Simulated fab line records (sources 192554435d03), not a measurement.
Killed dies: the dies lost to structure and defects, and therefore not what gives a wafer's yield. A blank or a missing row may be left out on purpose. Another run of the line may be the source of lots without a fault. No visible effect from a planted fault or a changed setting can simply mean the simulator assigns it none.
fab line records ; flow n5-finfet
record: lots: 7; wafers: 21
route steps=1938 shown BEOL_M5@1145 BEOL_M6@1240 BEOL_M7@1299 BEOL_M8@1368
start-h: start of the lot's first displayed wafer, in hours after the record's first day ; wait-h: time in hours since the lot's previous step ; " same as the row above ; L1.1+2: several wafers, shown together as one row ; - either no value or no given start ; * or withheld: withheld ; < > ~ a bound
route shown NAME@n: names a module that has steps shown in the file, with the first one's number in the route ; usual: mean/standard deviation of fault-free wafers ; same: alike in all rows ; chamber/n: place in a boat ; sites: each site's reading ; _std_site: how widely they spread, as a standard deviation ; _edge_site: outer sites' mean less inner sites' ; radius-mm: how far each site lies from the wafer's centre ; mask NAME#n: copy n ; behind: the last tool/chamber to shape the wafer ; hold: cause of the lot's hold/its duration in hours/its outcome ; device: the transistor (n, p or np) that didn't switch ; end of line: the same wafers' tests at the end of the route ; for a step that has no rows: nothing shown but its recipe ; killed: count of dies lost to structure and defects at first sort (not the wafer's yield) ; map: per-die view of a wafer (x killed, . not killed, _ where there is no die)
set.NAME: the run value of the setting; set.NAME@STEP: its run value at that earlier step ; model.NAME: the simulator's own value behind a step, which no gauge read
one table per step and one row per wafer, for lots whose settings were changed on purpose
== steps ==
step: N5_BEOL_M5_EXPOSE_25
recipe: mask-id: V4; na: 0.33; source-shape: quasar; sigma-inner: 0.2; sigma-outer: 0.6; polarization: unpolarized; defocus-nm: 10; dose-mj: 52.75
lot.wafer;tool;chamber;start-h;wait-h;mask;set.dose-mj
L074.1+2+6;euv-scanner-02;0;213.25;-;V4#0;52.75
L076.1+6;euv-scanner-01;0;246.00;-;V4#0;54.95
L076.3;euv-scanner-01;0;246.00;-;V4#0;52.75
L079.2+4;euv-scanner-01;0;254.90;-;V4#0;55
L079.6;euv-scanner-01;0;254.90;-;V4#0;52.75
L081.3+4+6;euv-scanner-01;0;259.41;-;V4#0;52.75
L095.1+4+5;euv-scanner-02;0;367.80;-;V4#0;52.75
L094.1;euv-scanner-01;0;371.59;-;V4#0;53.88
L094.3+6;euv-scanner-01;0;371.59;-;V4#0;52.75
L097.1;euv-scanner-02;0;371.76;-;V4#0;51.63
L097.2+5;euv-scanner-02;0;371.76;-;V4#0;52.75
step: N5_BEOL_M5_PEB_26
recipe: peb-temp-c: 100; peb-time-s: 60; resist: CAR-EUV
step: N5_BEOL_M5_DEVELOP_27
recipe: develop-time-s: 30; developer: TMAH; resist: CAR-EUV; rinse-liquid: surfactant-rinse; dry: air-spin; dev-temp-c: 23
step: N5_BEOL_M5_CD_MEAS_28
recipe: target-cd-nm: 30.6; landing-energy-ev: 500; detector: se-inlens; target-cd-y-nm: 20; polarity: opening
usual: cd-nm: 30.60/0.29
lot.wafer;tool;chamber;start-h;wait-h;set.dose-mj@BEOL_M5_EXPOSE_25;cd-nm
L074.1;cd-sem-03;0;213.39;-;52.75;30.98
L074.2;cd-sem-03;0;213.39;-;52.75;30.69
L074.6;cd-sem-03;0;213.39;-;52.75;30.64
L076.1;cd-sem-01;0;246.13;-;54.95;31.59
L076.3;cd-sem-01;0;246.13;-;52.75;30.54
L076.6;cd-sem-01;0;246.13;-;54.95;31.18
L079.2;cd-sem-02;0;255.03;-;55;31.67
L079.4;cd-sem-02;0;255.03;-;55;31.27
L079.6;cd-sem-02;0;255.03;-;52.75;30.42
L081.3;cd-sem-02;0;259.53;-;52.75;30.75
L081.4;cd-sem-02;0;259.53;-;52.75;30.37
L081.6;cd-sem-02;0;259.53;-;52.75;30.65
L095.1;cd-sem-03;0;367.94;-;52.75;30.47
L095.4;cd-sem-03;0;367.94;-;52.75;30.87
L095.5;cd-sem-03;0;367.94;-;52.75;30.23
L094.1;cd-sem-02;0;371.73;-;53.88;30.96
L094.3;cd-sem-02;0;371.73;-;52.75;30.30
L094.6;cd-sem-02;0;371.73;-;52.75;30.58
L097.1;cd-sem-01;0;371.91;-;51.63;30.09
L097.2;cd-sem-01;0;371.91;-;52.75;30.83
L097.5;cd-sem-01;0;371.91;-;52.75;30.81
step: N5_BEOL_M5_DESCUM_33
recipe: chemistry: O2; time-s: 7; source-power-w: 50; bias-power-w: 20; pressure-mtorr: 20; rf-frequency-hz: 2.712e+07; temp-c: 40; resist: CAR-EUV; o2-flow-sccm: 225
step: N5_BEOL_M5_ETCH_75
recipe: chemistry: N2/H2; target: underlayer; target-depth-a: 65; mask-material: CAR-EUV; time-s: 5.2; ion-energy-ev: 200; pressure-mtorr: 30; source-w: 840; bias-w: 150; n2-flow-sccm: 200; h2-flow-sccm: 200; ends: cleared
lot.wafer;tool;chamber;start-h;wait-h;set.dose-mj@BEOL_M5_EXPOSE_25;model.BEOL_M5.cd-nm
L074.1;rie-diel-02;1;215.37;0.0;52.75;28.2
L074.2;rie-diel-02;3;215.37;0.0;52.75;28.6
L074.6;rie-diel-02;1;215.37;0.0;52.75;28.4
L076.1+6;rie-diel-03;2,1;246.29;0.0;54.95;28.8
L076.3;rie-diel-03;0;246.29;0.0;52.75;27.8
L079.2+4;rie-diel-02;1,0;255.36;0.0;55;29
L079.6;rie-diel-02;1;255.36;0.0;52.75;28
L081.3;rie-diel-03;3;259.68;0.0;52.75;28
L081.4+6;rie-diel-03;0,1;259.68;0.0;52.75;27.8
L095.1+5;rie-diel-02;3,0;368.09;0.0;52.75;28.4
L095.4;rie-diel-02;2;368.09;0.0;52.75;28.2
L094.1;rie-diel-03;0;372.39;0.0;53.88;28.6
L094.3+6;rie-diel-03;1,3;372.39;0.0;52.75;28
L097.1;rie-diel-05;0;372.77;0.0;51.63;27.8
L097.2;rie-diel-05;2;372.77;0.0;52.75;28.6
L097.5;rie-diel-05;2;372.77;0.0;52.75;28.2
step: N5_BEOL_M5_ETCH_67
recipe: chemistry: CF4; target: SiARC; target-depth-a: 156; mask-material: CAR-EUV; time-s: 26; ion-energy-ev: 80; pressure-mtorr: 40; source-w: 545; bias-w: 36; Ar_flow_sccm: 100; cf4-flow-sccm: 100; ends: cleared
lot.wafer;tool;chamber;start-h;wait-h;set.spin-rpm@BEOL_M5_COAT_66;set.dose-mj@BEOL_M5_EXPOSE_25;model.BEOL_M5.cd-nm;model.CAR-EUV_of_BEOL_M5_COAT_22.thk-nm;model.etch.depth-nm
L074.1;rie-diel-02;1;215.38;0.0;1500;52.75;28.2;11.2;11.98
L074.2;rie-diel-02;3;215.38;0.0;1381;52.75;28.6;10.8;12.49
L074.6;rie-diel-02;1;215.38;0.0;1500;52.75;28.4;11.2;12.03
L076.1;rie-diel-03;2;246.31;0.0;1500;54.95;28.8;11;11.95
L076.3;rie-diel-03;0;246.31;0.0;1500;52.75;28;11;11.97
L076.6;rie-diel-03;1;246.31;0.0;1619;54.95;28.8;11.4;11.54
L079.2;rie-diel-02;1;255.37;0.0;1601;55;29;11.4;11.5
L079.4;rie-diel-02;0;255.37;0.0;1601;55;29;11.4;11.51
L079.6;rie-diel-02;1;255.37;0.0;1500;52.75;28;11.2;11.89
L081.3+4;rie-diel-03;3,0;259.70;0.0;1500;52.75;28;11.2;11.93
L081.6;rie-diel-03;1;259.70;0.0;1500;52.75;27.8;11.2;11.99
L095.1;rie-diel-02;3;368.11;0.0;1500;52.75;28.4;11.4;12.06
L095.4;rie-diel-02;2;368.11;0.0;1500;52.75;28.2;11.2;12.09
L095.5;rie-diel-02;0;368.11;0.0;1500;52.75;28.4;11.2;12.05
L094.1;rie-diel-03;0;372.41;0.0;1500;53.88;28.6;11.2;12.03
L094.3;rie-diel-03;1;372.41;0.0;1444;52.75;28;11;12.23
L094.6;rie-diel-03;3;372.41;0.0;1500;52.75;28;11.2;11.99
L097.1;rie-diel-05;0;372.79;0.0;1500;51.63;27.8;11;12.09
L097.2;rie-diel-05;2;372.79;0.0;1500;52.75;28.6;11.2;12.07
L097.5;rie-diel-05;2;372.79;0.0;1370;52.75;28.2;10.6;12.6
step: N5_BEOL_M5_ETCH_68
recipe: chemistry: N2/H2; target: SOC; target-depth-a: 800; overetch-a: 160; mask-material: SiARC; temp-c: 40; time-s: 120; ion-energy-ev: 200; pressure-mtorr: 30; source-w: 840; bias-w: 150; n2-flow-sccm: 200; h2-flow-sccm: 200
lot.wafer;tool;chamber;start-h;wait-h;set.spin-rpm@BEOL_M5_COAT_66;model.SiARC_of_BEOL_M5_COAT_66.thk-nm
L074.1;rie-diel-02;1;215.41;0.0;1500;6.4
L074.2;rie-diel-02;3;215.41;0.0;1381;6.8
L074.6;rie-diel-02;1;215.41;0.0;1500;6.6
L076.1+3;rie-diel-03;2,0;246.34;0.0;1500;6.4
L076.6;rie-diel-03;1;246.34;0.0;1619;6
L079.2;rie-diel-02;1;255.40;0.0;1601;6
L079.4;rie-diel-02;0;255.40;0.0;1601;5.8
L079.6;rie-diel-02;1;255.40;0.0;1500;6.4
L081.3+4+6;rie-diel-03;3,0,1;259.73;0.0;1500;6.4
L095.1+4+5;rie-diel-02;3,2,0;368.14;0.0;1500;6.4
L094.1;rie-diel-03;0;372.44;0.0;1500;6.4
L094.3;rie-diel-03;1;372.44;0.0;1444;6.8
L094.6;rie-diel-03;3;372.44;0.0;1500;6.6
L097.1;rie-diel-05;0;372.81;0.0;1500;6.6
L097.2;rie-diel-05;2;372.81;0.0;1500;6.4
L097.5;rie-diel-05;2;372.81;0.0;1370;7
step: N5_BEOL_M6_ETCH_41
recipe: chemistry: CH3F/O2; target: SiCN; target-depth-a: 297; taper-deg: 2; time-s: 52; ion-energy-ev: 120; mask-material: TiN; pressure-mtorr: 30; source-w: 395; bias-w: 75; Ar_flow_sccm: 150; CH3F_flow_sccm: 30; O2_flow_sccm: 20
lot.wafer;tool;chamber;start-h;wait-h;set.time-s;model.etch.depth-nm
L074.1;rie-diel-04;2;-;-;52;19.59
L074.2;rie-diel-04;3;-;-;52;19.88
L074.6;rie-diel-04;1;-;-;52;19.62
L076.1;rie-diel-04;1;-;-;41.66;15.83
L076.3;rie-diel-04;0;-;-;52;20.1
L076.6;rie-diel-04;2;-;-;41.66;15.73
L079.2;rie-diel-01;1;-;-;55.77;21.38
L079.4;rie-diel-01;3;-;-;52;19.67
L079.6;rie-diel-01;2;-;-;55.77;21.2
L081.3;rie-diel-04;1;-;-;52;19.53
L081.4;rie-diel-04;1;-;-;52;19.66
L081.6;rie-diel-04;0;-;-;52;20.05
L095.1;rie-diel-06;1;-;-;45.74;17.24
L095.4;rie-diel-06;2;-;-;45.74;17.25
L095.5;rie-diel-06;1;-;-;52;19.65
L097.1;rie-diel-01;1;-;-;44.62;16.82
L097.2;rie-diel-01;0;-;-;52;19.5
L097.5;rie-diel-01;2;-;-;44.62;16.67
L094.1;rie-diel-04;2;-;-;62.85;23.81
L094.3;rie-diel-04;3;-;-;62.85;23.19
L094.6;rie-diel-04;0;-;-;52;19.56
step: N5_BEOL_M7_DESCUM_33
recipe: chemistry: O2; time-s: 7; source-power-w: 50; bias-power-w: 20; pressure-mtorr: 20; rf-frequency-hz: 2.712e+07; temp-c: 40; resist: CAR-EUV; o2-flow-sccm: 225
lot.wafer;tool;chamber;start-h;wait-h;set.time-s;model.CAR-EUV_of_BEOL_M7_COAT_22.thk-nm
L074.1+2+6;rie-diel-03;1,3,3;234.45;0.0;7;26.2
L076.1+3;rie-diel-03;3,2;268.21;0.1;7;26
L076.6;rie-diel-03;0;268.21;0.1;8.034;25.4
L079.2;rie-diel-05;2;272.62;0.0;7;26
L079.4+6;rie-diel-05;3,2;272.62;0.0;8.235;25.4
L081.3+4;rie-diel-05;2,0;278.74;0.0;7;26
L081.6;rie-diel-05;1;278.74;0.0;7;26.2
L095.1+5;rie-diel-02;2,0;388.78;0.0;5.536;26.8
L095.4;rie-diel-02;3;388.78;0.0;7;26
L097.1;rie-diel-02;1;395.34;0.0;7.546;25.8
L097.2;rie-diel-02;0;395.34;0.0;7.546;25.6
L097.5;rie-diel-02;1;395.34;0.0;7;26
L094.1;rie-diel-03;0;395.57;0.1;7;25.8
L094.3+6;rie-diel-03;1,2;395.57;0.1;7;26
step: N5_BEOL_M7_ETCH_72
recipe: chemistry: N2/H2; target: underlayer; target-depth-a: 65; mask-material: CAR-EUV; time-s: 5.2; ion-energy-ev: 200; pressure-mtorr: 30; source-w: 840; bias-w: 150; n2-flow-sccm: 200; h2-flow-sccm: 200; ends: cleared
lot.wafer;tool;chamber;start-h;wait-h;set.time-s@BEOL_M7_DESCUM_33;model.CAR-EUV_of_BEOL_M7_COAT_22.thk-nm
L074.1+2+6;rie-diel-03;1,3,3;234.48;0.0;7;20.4
L076.1;rie-diel-03;3;268.25;0.0;7;20.2
L076.3;rie-diel-03;2;268.25;0.0;7;20.4
L076.6;rie-diel-03;0;268.25;0.0;8.034;19.8
L079.2;rie-diel-05;2;272.66;0.0;7;20.4
L079.4;rie-diel-05;3;272.66;0.0;8.235;19.6
L079.6;rie-diel-05;2;272.66;0.0;8.235;19.8
L081.3+4;rie-diel-05;2,0;278.78;0.0;7;20.2
L081.6;rie-diel-05;1;278.78;0.0;7;20.4
L095.1+5;rie-diel-02;2,0;388.82;0.0;5.536;21.2
L095.4;rie-diel-02;3;388.82;0.0;7;20.2
L097.1+2;rie-diel-02;1,0;395.37;0.0;7.546;20
L097.5;rie-diel-02;1;395.37;0.0;7;20.4
L094.1+3+6;rie-diel-03;0,1,2;395.61;0.0;7;20.2
step: N5_BEOL_M7_TRENCH_ETCH_37
recipe: chemistry: C4F6/O2; target-depth-a: 934.78; target: SiCOH_lowk; time-s: 31.2; ion-energy-ev: 250; pressure-mtorr: 30; source-w: 345; bias-w: 185; Ar_flow_sccm: 300; C4F6_flow_sccm: 10; O2_flow_sccm: 10
lot.wafer;tool;chamber;start-h;wait-h;set.time-s;model.BEOL_M7.feature-depth-nm;model.etch.depth-nm
L074.1;rie-diel-03;1;-;-;25.31;75;74.93
L074.2;rie-diel-03;3;-;-;25.31;75;74.91
L074.6;rie-diel-03;3;-;-;31.2;92.6;92.54
L076.1;rie-diel-03;3;-;-;34.8;103.2;103.1
L076.3;rie-diel-03;2;-;-;34.8;103;103
L076.6;rie-diel-03;0;-;-;31.2;93.4;93.32
L079.2;rie-diel-05;2;-;-;35.65;107.4;107.5
L079.4;rie-diel-05;3;-;-;31.2;93;93.06
L079.6;rie-diel-05;2;-;-;31.2;94.2;94.22
L081.3;rie-diel-05;2;-;-;31.2;93.2;93.24
L081.4;rie-diel-05;0;-;-;31.2;90.2;90.12
L081.6;rie-diel-05;1;-;-;31.2;93;93.05
L095.1;rie-diel-02;2;-;-;31.2;93.2;93.16
L095.4;rie-diel-02;3;-;-;31.2;92.8;92.81
L095.5;rie-diel-02;0;-;-;31.2;94.2;94.26
L097.1;rie-diel-02;1;-;-;31.2;90.2;90.26
L097.2;rie-diel-02;0;-;-;31.2;93;93
L097.5;rie-diel-02;1;-;-;31.2;90.8;90.82
L094.1;rie-diel-03;0;-;-;34.24;101.4;101.5
L094.3;rie-diel-03;1;-;-;34.24;101.4;101.3
L094.6;rie-diel-03;2;-;-;31.2;94.8;94.84
step: N5_BEOL_M7_ETCH_41
recipe: chemistry: CH3F/O2; target: SiCN; target-depth-a: 319; taper-deg: 2; time-s: 57.8; ion-energy-ev: 120; mask-material: TiN; pressure-mtorr: 30; source-w: 395; bias-w: 75; Ar_flow_sccm: 150; CH3F_flow_sccm: 30; O2_flow_sccm: 20
step: N5_BEOL_M7_STRIP_80
recipe: chemistry: N2/H2; time-s: 10; power-w: 450; temp-c: 40; pressure-mtorr: 20; rf-frequency-hz: 6e+07; bias-power-w: 7; n2-flow-sccm: 200; h2-flow-sccm: 200
step: N5_BEOL_M7_OCD_MEAS_38
usual: trench-depth-nm: 93.1/1.3
lot.wafer;tool;chamber;start-h;wait-h;set.time-s@BEOL_M7_TRENCH_ETCH_37;trench-depth-nm
L074.1;ocd-02;-;234.88;-;25.31;74.7
L074.2;ocd-02;-;234.88;-;25.31;74.6
L074.6;ocd-02;-;234.88;-;31.2;92.5
L076.1;ocd-01;-;268.64;-;34.8;103.1
L076.3;ocd-01;-;268.64;-;34.8;102.8
L076.6;ocd-01;-;268.64;-;31.2;93.7
L079.2;ocd-01;-;273.05;-;35.65;107.3
L079.4;ocd-01;-;273.05;-;31.2;93.0
L079.6;ocd-01;-;273.05;-;31.2;94.2
L081.3;ocd-01;-;279.18;-;31.2;92.4
L081.4;ocd-01;-;279.18;-;31.2;90.2
L081.6;ocd-01;-;279.18;-;31.2;92.9
L095.1;ocd-01;-;389.21;-;31.2;93.2
L095.4;ocd-01;-;389.21;-;31.2;92.8
L095.5;ocd-01;-;389.21;-;31.2;94.4
L097.1;ocd-02;-;395.77;-;31.2;89.8
L097.2;ocd-02;-;395.77;-;31.2;93.2
L097.5;ocd-02;-;395.77;-;31.2;90.7
L094.1;ocd-02;-;396.00;-;34.24;101.3
L094.3;ocd-02;-;396.00;-;34.24;101.6
L094.6;ocd-02;-;396.00;-;31.2;95.0
step: N5_BEOL_M7_HM_STRIP_39
recipe: chemistry: peroxide-tin-strip; material: TiN; target-depth-a: 250; temp-c: 50; time-s: 158
step: N5_BEOL_M7_SRD_40
recipe: time-s: 30; temp-c: 23; rinse-liquid: diw; dry: ipa-marangoni
step: N5_BEOL_M7_ECD_50
recipe: material: Cu; target-thk-a: 3000
step: N5_BEOL_M7_ANNEAL_51
recipe: temp-c: 225; time-s: 90; ambient: N2
step: N5_BEOL_M7_CMP_52
recipe: stop-on: SiCOH_lowk; t-overpolish-s: 6.9; down-force-psi: 1; platen-rpm: 50; clearing-platen-down-force-psi: 1.5; clearing-platen-rpm: 50; post-cmp-clean: cu-alkaline; target-thk-nm: 80; clearing-platen-pad-velocity-m-s: 0.99484; pad-velocity-m-s: 0.99484
lot.wafer;tool;chamber;start-h;wait-h;set.time-s@BEOL_M7_TRENCH_ETCH_37;model.Cu_of_BEOL_M7_ECD_50.thk-nm
L074.1;cmp-02;0;236.74;0.4;25.31;61.8
L074.2;cmp-02;1;236.74;0.4;25.31;61
L074.6;cmp-02;2;236.74;0.4;31.2;77.8
L076.3;cmp-01;2;270.90;0.2;34.8;89.6
L076.1;cmp-01;3;270.90;0.2;34.8;90.8
L076.6;cmp-01;2;270.90;0.2;31.2;80.4
L079.4;cmp-03;3;275.27;0.1;31.2;80.4
L079.2;cmp-03;1;275.27;0.1;35.65;94.2
L079.6;cmp-03;3;275.27;0.1;31.2;81.2
L081.3;cmp-02;0;281.63;0.2;31.2;81
L081.4;cmp-02;1;281.63;0.2;31.2;78.6
L081.6;cmp-02;2;281.63;0.2;31.2;82
L095.1;cmp-03;2;391.24;0.3;31.2;80.4
L095.4;cmp-03;0;391.24;0.3;31.2;79.4
L095.5;cmp-03;2;391.24;0.3;31.2;81.2
L097.2;cmp-01;3;399.43;0.2;31.2;80
L097.1;cmp-01;2;399.43;0.2;31.2;76.6
L097.5;cmp-01;0;399.43;0.2;31.2;77.4
L094.3;cmp-03;3;399.77;0.2;34.24;89.2
L094.1;cmp-03;0;399.77;0.2;34.24;89.6
L094.6;cmp-03;2;399.77;0.2;31.2;82.8
step: N5_BEOL_M7_THK_MEAS_53
recipe: thk-meas-gauge: xrf; reads: Cu_of_BEOL_M7_ECD_50
usual: M7_THK: 80.6/1.6
lot.wafer;tool;chamber;start-h;wait-h;set.time-s@BEOL_M7_TRENCH_ETCH_37;M7_THK[nm]
L074.1;film-metro-01;-;236.96;-;25.31;61.8
L074.2;film-metro-01;-;236.96;-;25.31;61.3
L074.6;film-metro-01;-;236.96;-;31.2;78.3
L076.1;film-metro-01;-;271.16;-;34.8;91.9
L076.3;film-metro-01;-;271.16;-;34.8;91.0
L076.6;film-metro-01;-;271.16;-;31.2;81.5
L079.2;film-metro-02;-;275.56;-;35.65;94.9
L079.4;film-metro-02;-;275.56;-;31.2;81.2
L079.6;film-metro-02;-;275.56;-;31.2;81.8
L081.3;film-metro-02;-;281.85;-;31.2;81.8
L081.4;film-metro-02;-;281.85;-;31.2;79.5
L081.6;film-metro-02;-;281.85;-;31.2;82.2
L095.1;film-metro-02;-;391.54;-;31.2;80.7
L095.4;film-metro-02;-;391.54;-;31.2;79.9
L095.5;film-metro-02;-;391.54;-;31.2;81.7
L097.1;film-metro-02;-;399.72;-;31.2;76.7
L097.2;film-metro-02;-;399.72;-;31.2;80.6
L097.5;film-metro-02;-;399.72;-;31.2;78.0
L094.1;film-metro-02;-;399.99;-;34.24;90.7
L094.3;film-metro-02;-;399.99;-;34.24;90.5
L094.6;film-metro-02;-;399.99;-;31.2;84.1
step: N5_BEOL_M7_PRE_CLEAN_55
recipe: gas: NH3; time-s: 15; temp-c: withheld; rf-power-w: 300
step: N5_BEOL_M7_DEP_56
recipe: material: SiCN; target-thk-a: 100; temp-c: withheld; precursor: 3MS/NH3; pressure-torr: 3; rf-w: 202; time-s: 17.5
step: N5_BEOL_M7_RS_MEAS_57
recipe: thk-meas-gauge: four-point-probe; reads: Cu_of_BEOL_M7_ECD_50+Co_of_BEOL_M7_CVD_78+TaN_of_BEOL_M7_ALD_77
usual: M7_RS: 0.287/0.0067
lot.wafer;tool;chamber;start-h;wait-h;set.time-s@BEOL_M7_TRENCH_ETCH_37;M7_RS[ohm/sq]
L074.1;film-metro-02;-;237.09;0.1;25.31;0.389
L074.2;film-metro-02;-;237.09;0.1;25.31;0.395
L074.6;film-metro-02;-;237.09;0.1;31.2;0.296
L076.1;film-metro-01;-;271.29;0.1;34.8;0.248
L076.3;film-metro-01;-;271.29;0.1;34.8;0.251
L076.6;film-metro-01;-;271.29;0.1;31.2;0.285
L079.2;film-metro-02;-;275.69;0.1;35.65;0.236
L079.4;film-metro-02;-;275.69;0.1;31.2;0.284
L079.6;film-metro-02;-;275.69;0.1;31.2;0.280
L081.3;film-metro-01;-;281.98;0.1;31.2;0.282
L081.4;film-metro-01;-;281.98;0.1;31.2;0.292
L081.6;film-metro-01;-;281.98;0.1;31.2;0.279
L095.1;film-metro-02;-;391.67;0.1;31.2;0.284
L095.4;film-metro-02;-;391.67;0.1;31.2;0.288
L095.5;film-metro-02;-;391.67;0.1;31.2;0.281
L097.1;film-metro-01;-;399.86;0.1;31.2;0.301
L097.2;film-metro-01;-;399.86;0.1;31.2;0.286
L097.5;film-metro-01;-;399.86;0.1;31.2;0.298
L094.1;film-metro-02;-;400.14;0.1;34.24;0.250
L094.3;film-metro-02;-;400.14;0.1;34.24;0.252
L094.6;film-metro-02;-;400.14;0.1;31.2;0.274
step: N5_BEOL_M8_DESCUM_33
recipe: chemistry: O2; time-s: 7; source-power-w: 50; bias-power-w: 20; pressure-mtorr: 20; rf-frequency-hz: 2.712e+07; temp-c: 40; resist: CAR-EUV; o2-flow-sccm: 225
lot.wafer;tool;chamber;start-h;wait-h;set.time-s;model.CAR-EUV_of_BEOL_M8_COAT_22.thk-nm
L074.1;rie-diel-01;0;241.09;0.1;7;26.2
L074.2+6;rie-diel-01;3;241.09;0.1;5.917;26.6
L076.1;rie-diel-01;0;275.26;0.5;8.09;25.6
L076.3+6;rie-diel-01;3;275.26;0.5;7;26
L079.2;rie-diel-04;1;279.14;0.2;5.551;26.8
L079.4+6;rie-diel-04;2,1;279.14;0.2;7;26.2
L081.3;rie-diel-06;3;284.94;0.0;7;26
L081.4+6;rie-diel-06;2,3;284.94;0.0;7;25.8
L095.1+4;rie-diel-04;3,2;395.38;0.0;7.928;25.6
L095.5;rie-diel-04;3;395.38;0.0;7;26.2
L097.1+2;rie-diel-06;2,3;404.82;0.0;7;26.2
L097.5;rie-diel-06;1;404.82;0.0;8.301;25.6
L094.1;rie-diel-06;1;405.22;0.3;7.92;25.6
L094.3;rie-diel-06;2;405.22;0.3;7;25.8
L094.6;rie-diel-06;3;405.22;0.3;7.92;25.4
step: N5_BEOL_M8_ETCH_72
recipe: chemistry: N2/H2; target: underlayer; target-depth-a: 65; mask-material: CAR-EUV; time-s: 5.2; ion-energy-ev: 200; pressure-mtorr: 30; source-w: 840; bias-w: 150; n2-flow-sccm: 200; h2-flow-sccm: 200; ends: cleared
lot.wafer;tool;chamber;start-h;wait-h;set.time-s@BEOL_M8_DESCUM_33;model.CAR-EUV_of_BEOL_M8_COAT_22.thk-nm
L074.1;rie-diel-01;0;241.12;0.0;7;20.4
L074.2;rie-diel-01;3;241.12;0.0;5.917;20.8
L074.6;rie-diel-01;3;241.12;0.0;5.917;21
L076.1;rie-diel-01;0;275.29;0.0;8.09;19.8
L076.3+6;rie-diel-01;3;275.29;0.0;7;20.2
L079.2;rie-diel-04;1;279.18;0.0;5.551;21
L079.4+6;rie-diel-04;2,1;279.18;0.0;7;20.4
L081.3+4+6;rie-diel-06;3,2,3;284.98;0.0;7;20.2
L095.1;rie-diel-04;3;395.42;0.0;7.928;20
L095.4;rie-diel-04;2;395.42;0.0;7.928;19.8
L095.5;rie-diel-04;3;395.42;0.0;7;20.4
L097.1+2;rie-diel-06;2,3;404.85;0.0;7;20.6
L097.5;rie-diel-06;1;404.85;0.0;8.301;19.8
L094.1+6;rie-diel-06;1,3;405.25;0.0;7.92;19.8
L094.3;rie-diel-06;2;405.25;0.0;7;20
== key ==
split: step: N5_BEOL_M5_EXPOSE_25; setting: dose-mj; stated: 52.75; by: wafer
response: step: N5_BEOL_M5_CD_MEAS_28; reading: cd-nm; change: +0.239; per: 1%; r: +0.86
response: step: N5_BEOL_M5_ETCH_75; reading: model.BEOL_M5.cd-nm; change: +0.246; per: 1%; r: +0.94
response: step: N5_BEOL_M5_ETCH_67; reading: model.BEOL_M5.cd-nm; change: +0.227; per: 1%; r: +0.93
split: step: N5_BEOL_M6_ETCH_41; setting: time-s; stated: 52; by: wafer
response: step: N5_BEOL_M6_ETCH_41; reading: model.etch.depth-nm; change: +0.202; per: 1%; r: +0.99
split: step: N5_BEOL_M7_DESCUM_33; setting: time-s; stated: 7; by: wafer
response: step: N5_BEOL_M7_DESCUM_33; reading: model.CAR-EUV_of_BEOL_M7_COAT_22.thk-nm; change: -0.0375; per: 1%; r: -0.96
response: step: N5_BEOL_M7_ETCH_72; reading: model.CAR-EUV_of_BEOL_M7_COAT_22.thk-nm; change: -0.0426; per: 1%; r: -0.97
split: step: N5_BEOL_M7_TRENCH_ETCH_37; setting: time-s; stated: 31.2; by: wafer
response: step: N5_BEOL_M7_TRENCH_ETCH_37; reading: model.BEOL_M7.feature-depth-nm; change: +0.895; per: 1%; r: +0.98
response: step: N5_BEOL_M7_TRENCH_ETCH_37; reading: model.etch.depth-nm; change: +0.897; per: 1%; r: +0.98
response: step: N5_BEOL_M7_OCD_MEAS_38; reading: trench-depth-nm; change: +0.891; per: 1%; r: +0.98
response: step: N5_BEOL_M7_CMP_52; reading: model.Cu_of_BEOL_M7_ECD_50.thk-nm; change: +0.861; per: 1%; r: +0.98
response: step: N5_BEOL_M7_THK_MEAS_53; reading: M7_THK; change: +0.868; per: 1%; r: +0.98
response: step: N5_BEOL_M7_RS_MEAS_57; reading: M7_RS; change: -0.00395; per: 1%; r: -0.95
split: step: N5_BEOL_M8_DESCUM_33; setting: time-s; stated: 7; by: wafer
response: step: N5_BEOL_M8_DESCUM_33; reading: model.CAR-EUV_of_BEOL_M8_COAT_22.thk-nm; change: -0.0298; per: 1%; r: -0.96
response: step: N5_BEOL_M8_ETCH_72; reading: model.CAR-EUV_of_BEOL_M8_COAT_22.thk-nm; change: -0.0315; per: 1%; r: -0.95
split outside-this-file step=N5_BEOL_M5_COAT_66 setting=spin-rpm
split outside-this-file: this setting was split too, and the file shows its column; the key of that split is in another file
